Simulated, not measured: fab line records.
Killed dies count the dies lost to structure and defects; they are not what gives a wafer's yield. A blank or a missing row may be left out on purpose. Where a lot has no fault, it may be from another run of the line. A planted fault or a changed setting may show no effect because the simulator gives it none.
What tool caused it? + flow nand-harc + at 1 step of a route of 1159, 13 lots with 38 wafers sampled

## WHAT THE GAUGES SHOWED, per wafer
NHARC_A_M0_OVL_MEAS_10: pitch 160 nm.
| lot  | measured     | on         | overlay-x-nm (nm) | overlay-y-nm (nm) |
|------|--------------|------------|-------------------|-------------------|
| L474 | day 18 01:08 | overlay-01 | -0.4 0.3 -0.1     | -1.6 -0.9 -1.1    |
| L475 | day 19 07:25 | overlay-02 | -0.2 0.2 -0.2     | 0.8 0.7 0.8       |
| L477 | day 19 14:17 | overlay-02 | -0.8 -0.8 -0.6    | -0.3 -0.7 -0.1    |
| L479 | day 19 19:43 | overlay-02 | 0.4 0.3 0.7       | -1.4 -1.3 -1.2    |
| L478 | day 19 19:53 | overlay-01 | 1.0 1.8 1.7       | 0.1 0.9 0.2       |
| L480 | day 20 05:00 | overlay-02 | -0.7 -1.1 -1.1    | 1.9 2.3 1.1       |
| L481 | day 20 10:52 | overlay-02 | -1.6 -1.3 -1.1    | 0.2 0.7 0.8       |
| L488 | day 21 22:06 | overlay-02 | 0.0 -0.4 -0.7     | 0.0 0.3 0.6       |
| L489 | day 22 10:43 | overlay-02 | 1.6 1.7           | 0.0 -0.4          |
| L491 | day 22 18:29 | overlay-02 | 1.0 1.0 1.1       | -0.4 0.1 0.4      |
| L493 | day 22 19:35 | overlay-01 | 0.3 0.5 0.7       | 0.4 0.6 0.5       |
| L492 | day 23 01:08 | overlay-02 | -0.1 -0.5 -0.4    | 0.0 -0.7 -0.3     |
| L494 | day 23 16:32 | overlay-01 | 0.1 0.3 0.2       | -0.1 -0.6 -0.2    |

## WHICH TOOL RAN EACH LOT (tool, then ch and the chambers of the sampled wafers, then the start)
No process step before these readings appears in the record.

## AS READ BY THE TOOLS THEMSELVES (means over the sampled wafers that have a number; for cases with no such wafer, the mark the record gives instead)
The record holds no such reading with a usual standard deviation.

## THE ANSWER, worked out from the rows above alone
Rule: what is usual is taken from the lots themselves. The widest of any qualifying gaps counts: lots, ordered by their means at a reading, are off when they make up no more than a third of the lots, leave a main group of 4 or more, and stand apart from it by 3 or more times the standard deviation of that group's means. A main group whose means are all the same, to the digits that the tables above print for the reading, isn't used. A lot without any number at a reading at which 4 lots or more have one is off too. The other lots that the step has rows for count as sound. The gauges are gone through in route order, then the tools' own readings, and for those a lot's mean is taken as printed above. The first step at which some lot is off is used, and at that step the reading that is off furthest; a lot without a number counts as furthest.
No lot is off on any of the readings shown, so nothing can be concluded from this.

## WHAT WAS PUT IN BY THE SIMULATOR
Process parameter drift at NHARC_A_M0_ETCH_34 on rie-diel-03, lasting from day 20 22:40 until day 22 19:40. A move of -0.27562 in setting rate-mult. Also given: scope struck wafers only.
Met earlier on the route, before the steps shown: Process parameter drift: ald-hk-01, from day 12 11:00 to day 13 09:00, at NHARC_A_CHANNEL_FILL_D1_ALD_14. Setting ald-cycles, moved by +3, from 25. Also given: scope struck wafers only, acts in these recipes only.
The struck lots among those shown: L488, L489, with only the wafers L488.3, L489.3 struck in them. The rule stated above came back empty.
